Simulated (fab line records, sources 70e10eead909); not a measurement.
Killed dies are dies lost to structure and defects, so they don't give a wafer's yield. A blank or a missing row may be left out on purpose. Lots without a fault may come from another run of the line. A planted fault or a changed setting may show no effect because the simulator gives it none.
Which tool did it? | flow nand_harc | 11 lots, 33 wafers sampled, at 6 steps of a route of 1302

WHAT THE GAUGES READ, wafer by wafer
NHARC_A_CHANNEL_HOLE_D2_INSPECT_40. Usual: raw_defect_count 296, standard deviation 78.
lot  | measured     | on                | raw_defect_count              | flag
L830 | day 13 06:11 | defect_inspect-02 | 301 275 350                   |
L829 | day 14 06:53 | defect_inspect-02 | 258 218 267                   |
L834 | day 15 04:56 | defect_inspect-02 | 308 411 352                   |
L835 | day 15 20:06 | defect_inspect-01 | 228 200 286                   |
L839 | day 18 00:04 | defect_inspect-01 | 316 432 275                   |
L840 | day 18 10:16 | defect_inspect-01 | 389 297 251                   |
L846 | day 20 20:31 | defect_inspect-01 | 1181 1138 1128 1174 1129 1126 | OFF
L845 | day 20 20:41 | defect_inspect-02 | 299 285 356                   |
L847 | day 21 00:38 | defect_inspect-01 | 1058 1036 1031 1041 1035 1030 | OFF
L850 | day 22 06:52 | defect_inspect-01 | 235 310 236                   |
L851 | day 22 15:50 | defect_inspect-02 | 199 286 240                   |

NHARC_END_SORT_01. Usual: killed_at_array 53, standard deviation 18; killed_at_other 0.9, standard deviation 1.3; killed_at_periphery 4, standard deviation 3.1; killed_dies 58, standard deviation 18; killed_open 3.4, standard deviation 2; killed_short 2.5, standard deviation 1.8.
lot  | measured     | on        | killed_at_array | killed_at_other | killed_at_periphery | killed_dies | killed_open | killed_short | flag
L839 | day 29 11:55 | prober-01 | 52 56 61        | 0 0 0           | 3 2 0               | 55 58 61    | 3 2 5       | 6 2 4        |
L846 | day 31 19:02 | prober-02 | 143 154 120     | 0 4 1           | 6 11 7              | 149 169 128 | 1 7 4       | 4 1 2        | OFF
L847 | day 32 23:55 | prober-01 | 133 84 120      | 0 1 2           | 1 12 4              | 134 97 126  | 2 1 2       | 3 3 2        | OFF

WHICH TOOL RAN EACH LOT (tool, then ch and the chambers of the sampled wafers, then the start)
lot  | NHARC_A_CHANNEL_HOLE_D2_ETCH_27  | NHARC_A_CHANNEL_FILL_D2_ALD_14   | NHARC_A_CHANNEL_FILL_D2_ETCHBACK_20 | NHARC_A_CHANNEL_FILL_D2_STRIP_28
L830 | har_etch-02 ch 0,1, day 13 04:31 | ald_hk-04 ch 0,3, day 13 13:29   | rie_diel-01 ch 1,3, day 14 07:50    | rie_diel-01 ch 0,3, day 14 07:55
L829 | har_etch-01 ch 0,1, day 14 05:13 | ald_hk-04 ch 0,1,3, day 14 14:09 | rie_diel-11 ch 1,2, day 15 07:23    | rie_diel-11 ch 0,1,2, day 15 07:28
L834 | har_etch-02 ch 0,1, day 15 03:12 | ald_hk-04 ch 2,3, day 15 12:10   | rie_diel-01 ch 0,1,3, day 16 05:15  | rie_diel-01 ch 0,2,3, day 16 05:20
L835 | har_etch-01 ch 0, day 15 18:24   | ald_hk-02 ch 2,3, day 16 03:14   | rie_diel-11 ch 0,2,3, day 16 20:30  | rie_diel-11 ch 0,1,3, day 16 20:34
L839 | har_etch-01 ch 0,1, day 17 22:25 | ald_hk-04 ch 0,2,3, day 18 07:23 | rie_diel-10 ch 1,2, day 19 00:26    | rie_diel-10 ch 0,2,3, day 19 00:31
L840 | har_etch-02 ch 0,1, day 18 08:32 | ald_hk-04 ch 0,1, day 18 17:29   | rie_diel-01 ch 0,1,2, day 19 10:30  | rie_diel-01 ch 0,1, day 19 10:35
L846 | har_etch-02 ch 0,1, day 20 18:50 | ald_hk-02 ch 1,2,3, day 21 04:04 | rie_diel-01 ch 1,2,3, day 21 20:28  | rie_diel-01 ch 0,1, day 21 20:32
L845 | har_etch-01 ch 0,1, day 20 19:00 | ald_hk-02 ch 0,1,3, day 21 03:46 | rie_diel-11 ch 0,3, day 21 20:25    | rie_diel-11 ch 1,3, day 21 20:31
L847 | har_etch-02 ch 0,1, day 20 22:55 | ald_hk-03 ch 0,2,3, day 21 10:01 | rie_diel-11 ch 1,2, day 22 01:56    | rie_diel-11 ch 0,2,3, day 22 02:02
L850 | har_etch-01 ch 0,1, day 22 05:07 | ald_hk-04 ch 0,1,3, day 22 14:08 | rie_diel-01 ch 0,2,3, day 23 06:47  | rie_diel-01 ch 0,1,3, day 23 06:53
L851 | har_etch-01 ch 0,1, day 22 14:06 | ald_hk-03 ch 0,1,3, day 22 23:05 | rie_diel-01 ch 1,2,3, day 23 16:14  | rie_diel-01 ch 0,1,3, day 23 16:20
- NHARC_A_CHANNEL_HOLE_D2_ETCH_27: etches the open film in C4F8/O2/Ar, time 90 s, target depth 400 nm.
- NHARC_A_CHANNEL_FILL_D2_ALD_14: deposits SiO2, target thk 2.5 nm, pulse time 10 s, ald cycles 25.
- NHARC_A_CHANNEL_FILL_D2_ETCHBACK_20: etches the open film in C4F8/O2/Ar, target depth 27 nm, time 13.5 s.
- NHARC_A_CHANNEL_FILL_D2_STRIP_28: strips in O2, time 20 s.

WHAT THE TOOLS THEMSELVES READ (means of the sampled wafers that have a number; where no wafer has one, the mark that the record gives instead)
NHARC_A_CHANNEL_HOLE_D2_ETCH_27. Usual: chamber_pressure_mTorr 24.998 mTorr, standard deviation 0.024; drypump_motor_current_A 5.9 A, standard deviation 0.52; showerhead_plenum_p_Torr 3.72 Torr, standard deviation 0.15; throttle_valve_pct 27.619 %, standard deviation 0.0087.
lot  | tool        | chamber_pressure_mTorr (mTorr) | drypump_motor_current_A (A) | showerhead_plenum_p_Torr (Torr) | throttle_valve_pct (%) | flag
L830 | har_etch-02 | 24.978                         | 5.3                         | 3.62                            | 27.624                 |
L829 | har_etch-01 | 25.003                         | 6.3                         | 3.69                            | 27.623                 |
L834 | har_etch-02 | 25.009                         | 5.3                         | 3.61                            | 27.619                 |
L835 | har_etch-01 | 25.014                         | 6.5                         | 3.72                            | 27.620                 |
L839 | har_etch-01 | 24.971                         | 6.1                         | 3.63                            | 27.616                 |
L840 | har_etch-02 | 25.007                         | 5.2                         | 3.97                            | 27.618                 |
L846 | har_etch-02 | 25.003                         | 5.3                         | 3.96                            | 27.614                 |
L845 | har_etch-01 | 25.011                         | 6.3                         | 3.64                            | 27.622                 |
L847 | har_etch-02 | 25.002                         | 5.3                         | 3.95                            | 27.630                 |
L850 | har_etch-01 | 25.011                         | 6.3                         | 3.63                            | 27.614                 |
L851 | har_etch-01 | 24.973                         | 6.1                         | 3.59                            | 27.622                 |

NHARC_A_CHANNEL_FILL_D2_ALD_14. Usual: heater_power_w 464 W, standard deviation 32; precursor_pulse_height_rel 0.999, standard deviation 0.02.
lot  | tool      | heater_power_w (W) | precursor_pulse_height_rel | flag
L830 | ald_hk-04 | 463                | 1.028                      |
L829 | ald_hk-04 | 455                | 1.011                      |
L834 | ald_hk-04 | 459                | 0.986                      |
L835 | ald_hk-02 | 461                | 0.991                      |
L839 | ald_hk-04 | 471                | 0.997                      |
L840 | ald_hk-04 | 439                | 0.998                      |
L846 | ald_hk-02 | 473                | 1.003                      |
L845 | ald_hk-02 | 475                | 1.002                      |
L847 | ald_hk-03 | 485                | 1.018                      |
L850 | ald_hk-04 | 444                | 0.977                      |
L851 | ald_hk-03 | 467                | 1.001                      |

NHARC_A_CHANNEL_FILL_D2_ETCHBACK_20. Usual: chamber_pressure_mTorr 24.999 mTorr, standard deviation 0.022; oes_product_au 0.988 a.u., standard deviation 0.024; rf_vpp_V 980 V, standard deviation 6.6.
lot  | tool        | chamber_pressure_mTorr (mTorr) | oes_product_au (a.u.) | rf_vpp_V (V) | flag
L830 | rie_diel-01 | 25.011                         | 1.001                 | 983          |
L829 | rie_diel-11 | 24.999                         | 0.964                 | 977          |
L834 | rie_diel-01 | 25.009                         | 0.963                 | 982          |
L835 | rie_diel-11 | 24.994                         | 1.000                 | 977          |
L839 | rie_diel-10 | 25.013                         | 0.998                 | 977          |
L840 | rie_diel-01 | 25.007                         | 1.001                 | 982          |
L846 | rie_diel-01 | 25.000                         | 1.009                 | 985          |
L845 | rie_diel-11 | 24.979                         | 0.929                 | 977          |
L847 | rie_diel-11 | 24.996                         | 0.976                 | 976          |
L850 | rie_diel-01 | 24.999                         | 0.998                 | 982          |
L851 | rie_diel-01 | 24.992                         | 1.004                 | 985          |

NHARC_A_CHANNEL_FILL_D2_STRIP_28. Usual: chamber_pressure_mTorr 60.00 mTorr, standard deviation 0.057; drypump_motor_current_A 5.7 A, standard deviation 0.54; oes_product_au 1.002 a.u., standard deviation 0.0063; rf_vpp_V 57.8 V, standard deviation 0.96; showerhead_plenum_p_Torr 3.59 Torr, standard deviation 0.16; throttle_valve_pct 17.037 %, standard deviation 0.01.
lot  | tool        | chamber_pressure_mTorr (mTorr) | drypump_motor_current_A (A) | oes_product_au (a.u.) | rf_vpp_V (V) | showerhead_plenum_p_Torr (Torr) | throttle_valve_pct (%) | flag
L830 | rie_diel-01 | 59.97                          | 5.1                         | 1.003                 | 58.6         | 3.58                            | 17.034                 |
L829 | rie_diel-11 | 60.06                          | 5.7                         | 1.004                 | 56.8         | 3.48                            | 17.042                 |
L834 | rie_diel-01 | 59.93                          | 5.5                         | 1.004                 | 58.4         | 3.63                            | 17.033                 |
L835 | rie_diel-11 | 60.00                          | 5.6                         | 0.998                 | 57.8         | 3.62                            | 17.043                 |
L839 | rie_diel-10 | 59.96                          | 6.0                         | 1.003                 | 57.6         | 3.61                            | 17.043                 |
L840 | rie_diel-01 | 59.97                          | 6.1                         | 0.998                 | 57.1         | 3.53                            | 17.040                 |
L846 | rie_diel-01 | 59.97                          | 6.4                         | 1.011                 | 57.1         | 3.59                            | 17.039                 |
L845 | rie_diel-11 | 60.05                          | 5.4                         | 1.001                 | 58.3         | 3.74                            | 17.038                 |
L847 | rie_diel-11 | 60.03                          | 5.6                         | 1.002                 | 57.4         | 3.49                            | 17.034                 |
L850 | rie_diel-01 | 59.95                          | 5.7                         | 1.003                 | 57.7         | 3.59                            | 17.046                 |
L851 | rie_diel-01 | 59.94                          | 5.7                         | 1.002                 | 58.2         | 3.59                            | 17.031                 |

THE ANSWER, worked out from the rows above alone
Rule: a lot is off if the mean of its wafers that have a number lies more than 3 standard deviations from the usual mean. A lot without any number at a reading at which 4 lots or more have one is off too. The other lots that the step has rows for count as sound. The gauges are gone through in route order, then the tools' own readings, and for those a lot's mean is taken as printed above. The first step at which some lot is off is used, and at that step the reading that is off furthest; a lot without a number counts as furthest.
Off: L846, L847, at NHARC_A_CHANNEL_HOLE_D2_INSPECT_40 (raw_defect_count).
A tool fits if, at a process step before that reading, it ran every lot that is off, and no sound lot after the first of them. The gauges at NHARC_A_CHANNEL_HOLE_D2_INSPECT_40 aren't tried: what is off there is off at NHARC_END_SORT_01 too, on other tools, and a gauge's error can't cause that. One fits: har_etch-02 at NHARC_A_CHANNEL_HOLE_D2_ETCH_27. Its last sound lot is L840 (day 18 08:32), its first lot that is off L846 (day 20 18:50): a fault that began between those two fits.

WHAT THE SIMULATOR HAD PUT IN
Chamber particle source: har_etch-02, from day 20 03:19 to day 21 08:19, at NHARC_A_CHANNEL_HOLE_D2_ETCH_27. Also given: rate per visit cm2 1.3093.
Lots struck among those shown: L846, L847. The rule above found the same.
